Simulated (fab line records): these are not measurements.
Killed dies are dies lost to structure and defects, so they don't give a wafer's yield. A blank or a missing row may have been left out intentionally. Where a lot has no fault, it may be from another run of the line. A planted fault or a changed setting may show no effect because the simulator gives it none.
fab line records -- flow nand_harc
[record] lots = 5, wafers = 15, last_day = 30
route steps=1302 shown A_DECK1_JOINT@527 A_ONON_D2@545 END@1302
lots that met no fault: taken from a fault-free run of the same line
start_h: hours from the record's first day to the start of the lot's first wafer shown -- wait_h: hours from the lot's prior step to this one -- " unchanged from the row above -- L1.1+2: several wafers, shown together as one row -- - no value, or no start given -- * or withheld: withheld -- < > ~ a bound
route shown NAME@n: a module of which the file shows steps, and the number in the route of the first -- usual: mean/standard deviation taken from wafers without a fault -- same: alike in all rows -- chamber/n: place in a boat -- sites: readings site by site -- _std_site: standard deviation across them -- _edge_site: outer sites' mean less inner sites' -- radius_mm: for every site, how far away it sits from the centre of the wafer -- mask NAME#n: copy n -- behind: tool/chamber where the wafer was last shaped -- hold: reason for holding the lot/hours on hold/outcome of the hold -- device: the n, p or np transistor that did not switch -- end of line: the tests these same wafers got at the end of their route -- a step without rows: its recipe alone -- killed: at the first sort, the dies lost to defects and structure; wafer yield is something else -- map: the dies of a wafer, with x for killed, . for not killed, _ for no die there
set.NAME: the setting that was run; set.NAME@STEP: the one run at that earlier step -- model.NAME: the simulator's own value behind a step, which no gauge read
lots seen at some steps along the route; tables by step, rows by wafer
services: a tool's chamber out of use, with start hour (start_h, from the record's first day; less than 0 if before it), hours out, and reason
[[steps]]
[step NHARC_A_DECK1_JOINT_CMP_13]
[recipe] target_thk_nm = 51.023
[usual] motor_current_A = 11.9/0.95, slurry_filter_dp_kPa = 13.47/0.13, time_to_endpoint_s = 8.7/2.1
lot.wafer,tool,chamber,start_h,wait_h,motor_current_A,slurry_filter_dp_kPa,time_to_endpoint_s
L538.2,cmp-03,1,255.51,0.4,12.2,13.62,6.8
L538.1,cmp-03,3,255.51,0.4,11.9,13.47,3.5
L538.5,cmp-03,2,255.51,0.4,12.2,13.60,7.9
L541.4,cmp-01,0,288.65,0.4,11.0,13.35,13.0
L541.3,cmp-01,1,288.65,0.4,10.7,13.27,11.7
L541.5,cmp-01,2,288.65,0.4,12.3,13.61,10.5
L542.1,cmp-03,2,293.23,0.4,12.3,13.56,8.7
L542.4,cmp-03,0,293.23,0.4,11.1,13.29,7.8
L542.5,cmp-03,3,293.23,0.4,12.2,13.58,5.5
L545.2,cmp-02,2,338.59,0.4,12.1,13.33,13.4
L545.4,cmp-02,3,338.59,0.4,10.9,13.68,9.8
L545.1,cmp-02,0,338.59,0.4,12.2,13.49,10.1
L554.2,cmp-01,2,419.96,0.4,11.6,13.19,6.8
L554.4,cmp-01,3,419.96,0.4,12.4,13.51,7.1
L554.6,cmp-01,1,419.96,0.4,10.8,13.70,8.4
[step NHARC_A_DECK1_JOINT_THK_MEAS_14]
[recipe] thk_meas_gauge = ellipsometry
[usual] thk_nm = 50.7/1.4
lot.wafer,tool,chamber,start_h,wait_h,thk_nm
L538.1,film_metro-02,-,255.77,0.2,49.0
L538.2,film_metro-02,-,255.77,0.2,47.7
L538.5,film_metro-02,-,255.77,0.2,48.0
L541.3,film_metro-01,-,288.85,0.2,49.9
L541.4,film_metro-01,-,288.85,0.2,51.3
L541.5,film_metro-01,-,288.85,0.2,50.8
L542.1,film_metro-02,-,293.48,0.2,50.3
L542.4,film_metro-02,-,293.48,0.2,49.9
L542.5,film_metro-02,-,293.48,0.2,51.0
L545.1,film_metro-02,-,338.82,0.2,52.9
L545.2,film_metro-02,-,338.82,0.2,52.9
L545.4,film_metro-02,-,338.82,0.2,51.1
L554.2,film_metro-02,-,420.17,0.2,50.1
L554.4,film_metro-02,-,420.17,0.2,49.5
L554.6,film_metro-02,-,420.17,0.2,51.3
[step NHARC_A_DECK1_JOINT_SRD_04]
[step NHARC_A_DECK1_JOINT_ETCHBACK_00]
[recipe] target_depth_a = 300, time_s = 17.4, hbr_flow_sccm = 150, rf_w = 350, icp_w = 350, bias_w = 60, chemistry = HBr
[usual] drypump_motor_current_A = 5.8/0.5, oes_product_au = 1.002/0.0088, throttle_valve_pct = 23.265/0.0085
lot.wafer,tool,chamber,start_h,wait_h,drypump_motor_current_A,oes_product_au,rf_hours_counter_h,throttle_valve_pct
L538.1,rie_si-05,3,255.92,0.1,5.1,1.014,0.9,23.267
L538.2,rie_si-05,0,255.92,0.1,6.0,0.985,0.8,23.265
L538.5,rie_si-05,1,255.92,0.1,6.3,1.005,-,23.264
L541.4,rie_si-04,2,288.98,0.1,5.0,1.000,0.8,23.251
L541.3,rie_si-04,0,288.98,0.1,5.5,0.999,0.7,23.241
L541.5,rie_si-04,3,288.98,0.1,5.7,0.995,-,23.249
L542.1,rie_si-04,1,293.62,0.1,6.1,1.001,0.7,23.271
L542.4,rie_si-04,3,293.62,0.1,5.7,1.001,0.8,23.280
L542.5,rie_si-04,0,293.62,0.1,5.4,0.997,-,23.269
L545.1,rie_si-05,3,338.94,0.1,5.0,1.005,0.2,23.265
L545.4,rie_si-05,1,338.94,0.1,6.3,1.008,0.1,23.259
L545.2,rie_si-05,2,338.94,0.1,6.1,1.000,0.1,23.260
L554.2,rie_si-05,0,420.32,0.1,6.1,1.016,0.8,23.251
L554.4,rie_si-05,1,420.32,0.1,6.3,0.999,0.7,23.263
L554.6,rie_si-05,3,420.32,0.1,5.0,0.993,-,23.265
[step NHARC_A_DECK1_JOINT_PRECLEAN_30]
[recipe] time_s = *, temp_c = 50, bath_age_min = 0, chemistry = SC1
[step NHARC_A_DECK1_JOINT_SRD_31]
[step NHARC_A_DECK1_JOINT_CVD_34]
[recipe] target_thk_a = 200, temp_c = 700, pressure_mtorr = 300, material = SiNx
[step NHARC_A_DECK1_JOINT_DEP_06]
[recipe] target_thk_a = 800, temp_c = 65, material = SiOx
[step NHARC_A_DECK1_JOINT_CURE_26]
[recipe] temp_c = 150, time_s = 32, pressure_atm = 0.395
[step NHARC_A_DECK1_JOINT_ANNEAL_27]
[recipe] temp_c = 400, time_s = 3600, idle_temp_c = 300, ramp_up_c_per_min = 10, densification_p_h2o_torr = 640
[step NHARC_A_DECK1_JOINT_ANNEAL_28]
[recipe] temp_c = 500, time_s = 1800, idle_temp_c = 400, ramp_up_c_per_min = 10, densification_p_h2o_torr = 640
[step NHARC_A_DECK1_JOINT_ANNEAL_29]
[recipe] temp_c = 750, time_s = 1800, idle_temp_c = 500, ramp_up_c_per_min = 10, ramp_down_c_per_min = 3
[step NHARC_A_DECK1_JOINT_CMP_02]
[recipe] material = SiOx
[usual] motor_current_A = 11.8/1, slurry_filter_dp_kPa = 13.48/0.15
lot.wafer,tool,chamber,start_h,wait_h,motor_current_A,slurry_filter_dp_kPa
L538.1,cmp-03,3,280.08,0.4,12.2,13.34
L538.2,cmp-03,0,280.08,0.4,11.6,13.49
L538.5,cmp-03,0,280.08,0.4,11.2,13.61
L541.4,cmp-02,0,309.04,0.4,13.1,13.54
L541.3,cmp-02,2,309.04,0.4,12.5,13.45
L541.5,cmp-02,1,309.04,0.4,10.1,13.39
L542.4,cmp-01,1,314.62,0.4,11.4,13.29
L542.1,cmp-01,3,314.62,0.4,13.2,13.62
L542.5,cmp-01,0,314.62,0.4,11.0,13.45
L545.4,cmp-01,1,360.85,0.4,10.7,13.61
L545.1,cmp-01,3,360.85,0.4,12.9,13.45
L545.2,cmp-01,0,360.85,0.4,11.3,13.73
L554.2,cmp-01,1,440.88,0.4,10.4,13.62
L554.4,cmp-01,0,440.88,0.4,10.8,13.34
L554.6,cmp-01,2,440.88,0.4,12.2,13.53
[step NHARC_A_DECK1_JOINT_SRD_15]
[step NHARC_A_DECK1_JOINT_DEP_16]
[recipe] target_thk_a = 450, temp_c = 400, pressure_torr = 6.5, rf_w = 900, teos_flow_sccm = 161.4, flow_sccm = 2650, target_thk_nm = 45, gas = O2, material = SiO2
[usual] chamber_pressure_Torr = 6.499/0.015, heater_power_w = 523/89, susceptor_temp_C = 399.97/0.21, throttle_valve_pct = 16.1/0.68
lot.wafer,tool,chamber,start_h,wait_h,chamber_pressure_Torr,heater_power_w,susceptor_temp_C,throttle_valve_pct
L538.2,pecvd-03,2,280.68,0.3,6.509,524,400.05,15.2
L538.1,pecvd-03,1,280.68,0.3,6.495,389,399.97,16.1
L538.5,pecvd-03,1,280.68,0.3,6.495,398,400.14,16.3
L541.3,pecvd-01,2,309.49,0.1,6.481,511,400.05,16.1
L541.5,pecvd-01,1,309.49,0.1,6.492,552,399.99,15.7
L541.4,pecvd-01,2,309.49,0.1,6.486,537,399.90,16.4
L542.1,pecvd-03,2,314.99,0.1,6.494,563,400.25,15.2
L542.5,pecvd-03,0,314.99,0.1,6.503,463,400.28,17.6
L542.4,pecvd-03,1,314.99,0.1,6.502,472,399.84,16.2
L545.2,pecvd-03,2,361.27,0.1,6.478,515,399.58,15.2
L545.1,pecvd-03,0,361.27,0.1,6.482,416,399.81,17.6
L545.4,pecvd-03,2,361.27,0.1,6.489,531,399.33,15.2
L554.2,pecvd-03,1,441.32,0.1,6.489,474,399.74,16.4
L554.4,pecvd-03,2,441.32,0.1,6.483,585,400.38,14.9
L554.6,pecvd-03,1,441.32,0.1,6.506,466,399.97,16.1
[step NHARC_A_DECK1_JOINT_THK_MEAS_17]
[recipe] thk_meas_gauge = ellipsometry
[usual] thk_nm = 44.9/1.1
lot.wafer,tool,chamber,start_h,wait_h,thk_nm
L538.1,film_metro-01,-,280.96,0.2,44.8
L538.2,film_metro-01,-,280.96,0.2,43.0
L538.5,film_metro-01,-,280.96,0.2,44.7
L541.3,film_metro-02,-,309.72,0.2,44.0
L541.4,film_metro-02,-,309.72,0.2,45.8
L541.5,film_metro-02,-,309.72,0.2,45.5
L542.1,film_metro-01,-,315.26,0.2,44.0
L542.4,film_metro-01,-,315.26,0.2,45.2
L542.5,film_metro-01,-,315.26,0.2,43.2
L545.1,film_metro-01,-,361.52,0.2,43.1
L545.2,film_metro-01,-,361.52,0.2,45.2
L545.4,film_metro-01,-,361.52,0.2,47.7
L554.2,film_metro-02,-,441.55,0.2,44.8
L554.4,film_metro-02,-,441.55,0.2,45.8
L554.6,film_metro-02,-,441.55,0.2,44.4
[step NHARC_A_DECK1_JOINT_INSPECT_05]
[usual] raw_defect_count = 383/150
lot.wafer,tool,chamber,start_h,wait_h,raw_defect_count
L538.1,defect_inspect-01,-,281.00,0.0,369
L538.2,defect_inspect-01,-,281.00,0.0,374
L538.5,defect_inspect-01,-,281.00,0.0,833
L541.3,defect_inspect-02,-,309.76,0.0,783
L541.4,defect_inspect-02,-,309.76,0.0,440
L541.5,defect_inspect-02,-,309.76,0.0,709
L542.1,defect_inspect-02,-,315.30,0.0,471
L542.4,defect_inspect-02,-,315.30,0.0,312
L542.5,defect_inspect-02,-,315.30,0.0,346
L545.1,defect_inspect-02,-,361.55,0.0,285
L545.2,defect_inspect-02,-,361.55,0.0,160
L545.4,defect_inspect-02,-,361.55,0.0,215
L554.2,defect_inspect-02,-,441.58,0.0,439
L554.4,defect_inspect-02,-,441.58,0.0,322
L554.6,defect_inspect-02,-,441.58,0.0,561
[step NHARC_A_ONON_D2_DEP_00]
[recipe] target_thk_a = 10000, n2_flow_sccm = 2750, n2o_flow_sccm = 2000, nh3_flow_sccm = 500, sih4_flow_sccm = 210, temp_c = 400
[step NHARC_A_ONON_D2_THK_MEAS_02]
[recipe] thk_meas_gauge = ellipsometry
[usual] thk_nm = 1004/9.2
lot.wafer,tool,chamber,start_h,wait_h,thk_nm
L538.1,film_metro-02,-,281.82,-,1002
L538.2,film_metro-02,-,281.82,-,1003
L538.5,film_metro-02,-,281.82,-,1003
L541.3,film_metro-02,-,310.33,-,1005
L541.4,film_metro-02,-,310.33,-,1006
L541.5,film_metro-02,-,310.33,-,1004
L542.1,film_metro-02,-,315.88,-,1005
L542.4,film_metro-02,-,315.88,-,1006
L542.5,film_metro-02,-,315.88,-,1006
L545.1,film_metro-02,-,362.13,-,998
L545.2,film_metro-02,-,362.13,-,998
L545.4,film_metro-02,-,362.13,-,999
L554.2,film_metro-01,-,442.16,-,1018
L554.4,film_metro-01,-,442.16,-,1017
L554.6,film_metro-01,-,442.16,-,1015
[step NHARC_A_ONON_D2_DEP_03]
[recipe] target_thk_a = 10000, n2_flow_sccm = 2750, n2o_flow_sccm = 2000, nh3_flow_sccm = 500, sih4_flow_sccm = 210, temp_c = 400
[step NHARC_A_ONON_D2_THK_MEAS_05]
[recipe] thk_meas_gauge = ellipsometry
[usual] thk_nm = 998/11
lot.wafer,tool,chamber,start_h,wait_h,thk_nm
L538.1,film_metro-01,-,282.39,-,989
L538.2,film_metro-01,-,282.39,-,988
L538.5,film_metro-01,-,282.39,-,990
L541.3,film_metro-01,-,310.90,-,1008
L541.4,film_metro-01,-,310.90,-,1007
L541.5,film_metro-01,-,310.90,-,1008
L542.1,film_metro-02,-,316.44,-,989
L542.4,film_metro-02,-,316.44,-,987
L542.5,film_metro-02,-,316.44,-,988
L545.1,film_metro-01,-,362.69,-,1005
L545.2,film_metro-01,-,362.69,-,1007
L545.4,film_metro-01,-,362.69,-,1008
L554.2,film_metro-01,-,442.72,-,981
L554.4,film_metro-01,-,442.72,-,983
L554.6,film_metro-01,-,442.72,-,982
[step NHARC_A_ONON_D2_DEP_06]
[recipe] target_thk_a = 10000, n2_flow_sccm = 2750, n2o_flow_sccm = 2000, nh3_flow_sccm = 500, sih4_flow_sccm = 210, temp_c = 400
[step NHARC_A_ONON_D2_THK_MEAS_08]
[recipe] thk_meas_gauge = ellipsometry
[usual] thk_nm = 999/9.8
lot.wafer,tool,chamber,start_h,wait_h,thk_nm
L538.1,film_metro-02,-,282.96,-,1001
L538.2,film_metro-02,-,282.96,-,998
L538.5,film_metro-02,-,282.96,-,1002
L541.3,film_metro-02,-,311.47,-,1005
L541.4,film_metro-02,-,311.47,-,1002
L541.5,film_metro-02,-,311.47,-,1004
L542.1,film_metro-02,-,317.01,-,989
L542.4,film_metro-02,-,317.01,-,988
L542.5,film_metro-02,-,317.01,-,990
L545.1,film_metro-01,-,363.26,-,1014
L545.2,film_metro-01,-,363.26,-,1013
L545.4,film_metro-01,-,363.26,-,1013
L554.2,film_metro-02,-,443.28,-,989
L554.4,film_metro-02,-,443.28,-,991
L554.6,film_metro-02,-,443.28,-,990
[step NHARC_A_ONON_D2_DEP_09]
[recipe] target_thk_a = 10000, n2_flow_sccm = 2750, n2o_flow_sccm = 2000, nh3_flow_sccm = 500, sih4_flow_sccm = 210, temp_c = 400
[step NHARC_A_ONON_D2_THK_MEAS_11]
[recipe] thk_meas_gauge = ellipsometry
[usual] thk_nm = 1002/10
lot.wafer,tool,chamber,start_h,wait_h,thk_nm
L538.1,film_metro-01,-,283.53,-,998
L538.2,film_metro-01,-,283.53,-,998
L538.5,film_metro-01,-,283.53,-,998
L541.3,film_metro-01,-,312.04,-,1016
L541.4,film_metro-01,-,312.04,-,1016
L541.5,film_metro-01,-,312.04,-,1016
L542.1,film_metro-02,-,317.58,-,1000
L542.4,film_metro-02,-,317.58,-,1000
L542.5,film_metro-02,-,317.58,-,1000
L545.1,film_metro-02,-,363.82,-,1016
L545.2,film_metro-02,-,363.82,-,1017
L545.4,film_metro-02,-,363.82,-,1016
L554.2,film_metro-01,-,443.85,-,1014
L554.4,film_metro-01,-,443.85,-,1015
L554.6,film_metro-01,-,443.85,-,1016
[step NHARC_A_ONON_D2_DEP_12]
[recipe] target_thk_a = 10000, n2_flow_sccm = 2750, n2o_flow_sccm = 2000, nh3_flow_sccm = 500, sih4_flow_sccm = 210, temp_c = 400
[step NHARC_A_ONON_D2_THK_MEAS_14]
[recipe] thk_meas_gauge = ellipsometry
[usual] thk_nm = 997/10
lot.wafer,tool,chamber,start_h,wait_h,thk_nm
L538.1,film_metro-01,-,284.09,-,1010
L538.2,film_metro-01,-,284.09,-,1008
L538.5,film_metro-01,-,284.09,-,1009
L541.3,film_metro-02,-,312.61,-,996
L541.4,film_metro-02,-,312.61,-,996
L541.5,film_metro-02,-,312.61,-,994
L542.1,film_metro-01,-,318.15,-,1000
L542.4,film_metro-01,-,318.15,-,998
L542.5,film_metro-01,-,318.15,-,1000
L545.1,film_metro-01,-,364.39,-,992
L545.2,film_metro-01,-,364.39,-,989
L545.4,film_metro-01,-,364.39,-,989
L554.2,film_metro-01,-,444.41,-,993
L554.4,film_metro-01,-,444.41,-,994
L554.6,film_metro-01,-,444.41,-,994
[step NHARC_A_ONON_D2_ANNEAL_15]
[recipe] temp_c = 750, time_s = 3600
[step NHARC_A_ONON_D2_DEP_16]
[recipe] target_thk_a = 10000, n2_flow_sccm = 2750, n2o_flow_sccm = 2000, nh3_flow_sccm = 500, sih4_flow_sccm = 210, temp_c = 400
[step NHARC_A_ONON_D2_THK_MEAS_18]
[recipe] thk_meas_gauge = ellipsometry
[usual] thk_nm = 1002/9.2
lot.wafer,tool,chamber,start_h,wait_h,thk_nm
L538.1,film_metro-02,-,291.24,-,1016
L538.2,film_metro-02,-,291.24,-,1019
L538.5,film_metro-02,-,291.24,-,1018
L541.3,film_metro-02,-,321.67,-,1005
L541.4,film_metro-02,-,321.67,-,1004
L541.5,film_metro-02,-,321.67,-,1003
L542.1,film_metro-02,-,327.05,-,1013
L542.4,film_metro-02,-,327.05,-,1012
L542.5,film_metro-02,-,327.05,-,1012
L545.1,film_metro-02,-,371.82,-,1004
L545.2,film_metro-02,-,371.82,-,1005
L545.4,film_metro-02,-,371.82,-,1005
L554.2,film_metro-02,-,452.14,-,1012
L554.4,film_metro-02,-,452.14,-,1013
L554.6,film_metro-02,-,452.14,-,1011
[step NHARC_A_ONON_D2_DEP_19]
[recipe] target_thk_a = 10000, n2_flow_sccm = 2750, n2o_flow_sccm = 2000, nh3_flow_sccm = 500, sih4_flow_sccm = 210, temp_c = 400
[step NHARC_A_ONON_D2_THK_MEAS_21]
[recipe] thk_meas_gauge = ellipsometry
[usual] thk_nm = 999/8.8
lot.wafer,tool,chamber,start_h,wait_h,thk_nm
L538.1,film_metro-01,-,291.83,-,1011
L538.2,film_metro-01,-,291.83,-,1012
L538.5,film_metro-01,-,291.83,-,1011
L541.3,film_metro-01,-,322.23,-,990
L541.4,film_metro-01,-,322.23,-,990
L541.5,film_metro-01,-,322.23,-,991
L542.1,film_metro-01,-,327.62,-,1010
L542.4,film_metro-01,-,327.62,-,1010
L542.5,film_metro-01,-,327.62,-,1011
L545.1,film_metro-01,-,372.39,-,983
L545.2,film_metro-01,-,372.39,-,987
L545.4,film_metro-01,-,372.39,-,986
L554.2,film_metro-01,-,452.71,-,1023
L554.4,film_metro-01,-,452.71,-,1024
L554.6,film_metro-01,-,452.71,-,1021
[step NHARC_A_ONON_D2_DEP_22]
[recipe] target_thk_a = 10000, n2_flow_sccm = 2750, n2o_flow_sccm = 2000, nh3_flow_sccm = 500, sih4_flow_sccm = 210, temp_c = 400
[step NHARC_A_ONON_D2_THK_MEAS_24]
[recipe] thk_meas_gauge = ellipsometry
[usual] thk_nm = 1004/10
lot.wafer,tool,chamber,start_h,wait_h,thk_nm
L538.1,film_metro-02,-,292.39,-,1021
L538.2,film_metro-02,-,292.39,-,1023
L538.5,film_metro-02,-,292.39,-,1022
L541.3,film_metro-01,-,322.80,-,997
L541.4,film_metro-01,-,322.80,-,997
L541.5,film_metro-01,-,322.80,-,997
L542.1,film_metro-02,-,328.19,-,992
L542.4,film_metro-02,-,328.19,-,989
L542.5,film_metro-02,-,328.19,-,989
L545.1,film_metro-01,-,372.96,-,990
L545.2,film_metro-01,-,372.96,-,992
L545.4,film_metro-01,-,372.96,-,992
L554.2,film_metro-01,-,453.30,-,986
L554.4,film_metro-01,-,453.30,-,987
L554.6,film_metro-01,-,453.30,-,988
[step NHARC_A_ONON_D2_DEP_25]
[recipe] target_thk_a = 10000, n2_flow_sccm = 2750, n2o_flow_sccm = 2000, nh3_flow_sccm = 500, sih4_flow_sccm = 210, temp_c = 400
[step NHARC_A_ONON_D2_THK_MEAS_27]
[recipe] thk_meas_gauge = ellipsometry
[usual] thk_nm = 1002/9.5
lot.wafer,tool,chamber,start_h,wait_h,thk_nm
L538.1,film_metro-02,-,292.96,-,1004
L538.2,film_metro-02,-,292.96,-,1005
L538.5,film_metro-02,-,292.96,-,1002
L541.3,film_metro-01,-,323.36,-,1004
L541.4,film_metro-01,-,323.36,-,1005
L541.5,film_metro-01,-,323.36,-,1005
L542.1,film_metro-02,-,328.76,-,1002
L542.4,film_metro-02,-,328.76,-,1002
L542.5,film_metro-02,-,328.76,-,1003
L545.1,film_metro-01,-,373.53,-,983
L545.2,film_metro-01,-,373.53,-,985
L545.4,film_metro-01,-,373.53,-,985
L554.2,film_metro-02,-,453.87,-,1005
L554.4,film_metro-02,-,453.87,-,1007
L554.6,film_metro-02,-,453.87,-,1006
[step NHARC_A_ONON_D2_DEP_28]
[recipe] target_thk_a = 10000, n2_flow_sccm = 2750, n2o_flow_sccm = 2000, nh3_flow_sccm = 500, sih4_flow_sccm = 210, temp_c = 400
[step NHARC_A_ONON_D2_THK_MEAS_30]
[recipe] thk_meas_gauge = ellipsometry
[usual] thk_nm = 995/11
lot.wafer,tool,chamber,start_h,wait_h,thk_nm
L538.1,film_metro-01,-,293.52,-,977
L538.2,film_metro-01,-,293.52,-,981
L538.5,film_metro-01,-,293.52,-,980
L541.3,film_metro-01,-,323.93,-,990
L541.4,film_metro-01,-,323.93,-,987
L541.5,film_metro-01,-,323.93,-,989
L542.1,film_metro-02,-,329.33,-,1011
L542.4,film_metro-02,-,329.33,-,1011
L542.5,film_metro-02,-,329.33,-,1011
L545.1,film_metro-01,-,374.10,-,1000
L545.2,film_metro-01,-,374.10,-,1003
L545.4,film_metro-01,-,374.10,-,1001
L554.2,film_metro-02,-,454.45,-,972
L554.4,film_metro-02,-,454.45,-,971
L554.6,film_metro-02,-,454.45,-,972
[step NHARC_A_ONON_D2_DEP_33]
[recipe] target_thk_a = 2000, temp_c = 400, pressure_torr = 6.5, rf_w = 900, teos_flow_sccm = 161.4, flow_sccm = 2650, target_thk_nm = 200, gas = O2, material = SiO2
[usual] chamber_pressure_Torr = 6.500/0.013, heater_power_w = 556/81, susceptor_temp_C = 399.98/0.21, throttle_valve_pct = 16.0/0.55
lot.wafer,tool,chamber,start_h,wait_h,chamber_pressure_Torr,heater_power_w,susceptor_temp_C,throttle_valve_pct
L538.1,pecvd-02,2,293.62,0.1,6.480,436,399.67,15.4
L538.2,pecvd-02,0,293.62,0.1,6.488,661,399.76,16.1
L538.5,pecvd-02,1,293.62,0.1,6.498,599,400.25,16.2
L541.3,pecvd-02,1,324.12,0.2,6.487,614,399.97,16.6
L541.4,pecvd-02,0,324.12,0.2,6.509,688,399.72,16.0
L541.5,pecvd-02,1,324.12,0.2,6.485,628,400.13,16.4
L542.1,pecvd-01,0,329.48,0.1,6.522,647,400.25,16.5
L542.4,pecvd-01,1,329.48,0.1,6.497,527,400.65,15.9
L542.5,pecvd-01,2,329.48,0.1,6.520,510,400.48,15.6
L545.2,pecvd-02,1,374.16,0.1,6.489,566,399.75,16.3
L545.1,pecvd-02,0,374.16,0.1,6.505,600,399.85,16.1
L545.4,pecvd-02,1,374.16,0.1,6.493,570,399.92,16.6
L554.2,pecvd-02,0,454.64,0.2,6.492,605,399.81,15.9
L554.6,pecvd-02,2,454.64,0.2,6.492,487,399.88,15.0
L554.4,pecvd-02,0,454.64,0.2,6.522,605,400.09,15.5
[step NHARC_A_ONON_D2_THK_MEAS_34]
[recipe] thk_meas_gauge = ellipsometry
[usual] thk_nm = 199.1/2.5
lot.wafer,tool,chamber,start_h,wait_h,thk_nm
L538.1,film_metro-01,-,293.99,-,197.5
L538.2,film_metro-01,-,293.99,-,199.9
L538.5,film_metro-01,-,293.99,-,198.1
L541.3,film_metro-02,-,324.53,0.3,200.4
L541.4,film_metro-02,-,324.53,0.3,201.8
L541.5,film_metro-02,-,324.53,0.3,199.6
L542.1,film_metro-01,-,329.80,-,200.0
L542.4,film_metro-01,-,329.80,-,202.7
L542.5,film_metro-01,-,329.80,-,202.6
L545.1,film_metro-01,-,374.57,-,197.5
L545.2,film_metro-01,-,374.57,-,198.7
L545.4,film_metro-01,-,374.57,-,204.4
L554.2,film_metro-01,-,454.96,-,197.0
L554.4,film_metro-01,-,454.96,-,198.0
L554.6,film_metro-01,-,454.96,-,202.0
[step NHARC_END_SORT_01]
[recipe] temp_c = 25
[usual] killed_at_array = 52/18, killed_at_other = 1.2/1.5, killed_at_periphery = 4/3.2, killed_dies = 57/17, killed_open = 3.1/1.9, killed_short = 2.5/1.7
[same] gross_dies = 677
lot.wafer,tool,chamber,start_h,wait_h,killed_at_array,killed_at_other,killed_at_periphery,killed_dies,killed_open,killed_short
L554.6,prober-01,0,719.12,4.0,227,0,1,228,1,1
// killed by level:class
L554.6 A_DECK1_JOINT:unspecified=199 A_CHANNEL_HOLE_D1:chamber_film_flake=14 A_STAIRCASE:chamber_film_flake=5 A_SLIT:chamber_film_flake=4 A_CHANNEL_FILL_D1:chamber_film_flake=2 P_M0:geometric_particle:open=1 A_SLIT:geometric_particle:short=1 A_CHANNEL_FILL_D2:chamber_film_flake=1
// map L554.6 (x killed, . not)
____________.____________
_________xx..x.x_________
_______..x...x...._______
______.x...xx.....x______
_____..xx.x.x...x..x_____
____...x.........x...____
____x......x...x..x.x____
___.xx...xx...x.xx.x.x___
___....xx......x..xx..___
__.....x....x.........x__
__xx.x...x..xx.x.......__
_.....xx.x......x..xx.x._
_.................x.xx.x_
_.x.x.........xx....x..._
_x........x.x..x...xx..x_
_...xx..x.x..xx...x.x..._
....xx..xxxx.x..xx..x.x..
.........xx....x...xxx...
x.x......x.x.....xx...x..
.......xxx.x..........xxx
.x....x.......x.x.x...x.x
_...x.....x..xx.x.x.x..._
_.x.x.........xx.xx....._
_..xx.........xx..x..x.._
_..x..x..xx..x.x....x.x._
_.x.xxx...xx.xx.xx..xxx._
__.x..x..x.xx...xx.x..x__
__..xxx....xxx...x..xxx__
___.xxx..x.x...x.x.xxx___
___xx..xx...x....x.xxx___
____..x...x.x..x...xx____
____..x....x.xx...x.x____
_____x.x....xx.....x_____
______.xx....xx.xxx______
_______xx.x.x.xx.x_______
_________..x...x_________
____________x____________
// map L545.1 (x killed, . not)
____________.____________
_________......._________
_______.x......x.._______
______.............______
_____..............._____
____....x............____
____....x............____
___...x.x.............___
___..x.....x.......x.x___
__x....................__
__.....xx.....x......x.__
_.....x................._
_....x...x........x....._
_.....x.x..............._
_....x.x................_
_......................._
x......xx................
....x..x.................
....x.x.x................
.....x.x...............x.
..................x.....x
_.....................x._
_......x................_
_......................._
_......x................_
_......................._
__.....................__
__.....................__
___...................___
___...................___
____.......x.........____
____.........x.......____
_____..........x...._____
______......x......______
_______..x..xxxx.._______
_________......._________
____________.____________
[[services]]
tool,chamber,start_h,hours,kind
cmp-02,-,232.50,4.0,pm
pecvd-02,-,242.76,0.7,repair
pecvd-03,-,244.12,1.5,repair
cmp-01,-,259.23,0.2,repair
cmp-03,-,260.12,4.0,pm
pecvd-02,1,264.54,3.5,repair
pecvd-01,-,266.16,0.3,repair
cmp-01,-,283.50,4.0,pm
rie_si-04,-,296.71,0.3,repair
rie_si-05,-,305.00,9.0,pm
pecvd-01,-,312.73,13.0,pm
pecvd-02,2,317.91,15.1,repair
rie_si-05,2,322.04,4.2,repair
cmp-01,-,337.22,3.2,repair
rie_si-05,1,353.63,3.2,repair
cmp-03,-,353.78,1.9,repair
cmp-03,-,358.12,4.0,pm
pecvd-03,-,374.25,13.0,pm
cmp-01,-,376.20,0.6,repair
cmp-01,-,381.50,4.0,pm
pecvd-02,-,408.29,13.0,pm
pecvd-03,1,427.09,3.8,repair
cmp-03,-,431.83,1.8,repair
rie_si-05,1,449.76,2.3,repair
[[key]]
[first_sign] step = NHARC_END_SORT_01, reading = killed_dies, direction = up, sigmas = 10, usual = 57, struck = 228
[effect] step = NHARC_END_SORT_01, reading = killed_at_array, direction = up, sigmas = 9.8, usual = 52, struck = 227
[more_kills_born_at] NHARC_A_DECK1_JOINT_CMP_02@cmp-01 = 199
met_at NHARC_A_DECK1_JOINT_CMP_02
struck_wafers L554.6
tester_left_out L554
[fault] kind = chamber_particle_source, tool = cmp-01, chamber = 2, onset_h = 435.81, steps = NHARC_A_DECK1_JOINT_CMP_02, rate_per_visit_cm2 = 0.38757, end_h = 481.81
// tester_left_out: of these lots the tester's yield and bins aren't shown, on N5 and GAA mostly nor the transistor test; their killed dies are dies lost to structure and defects alone, not to doping, threshold or leakage, so they don't give the yield
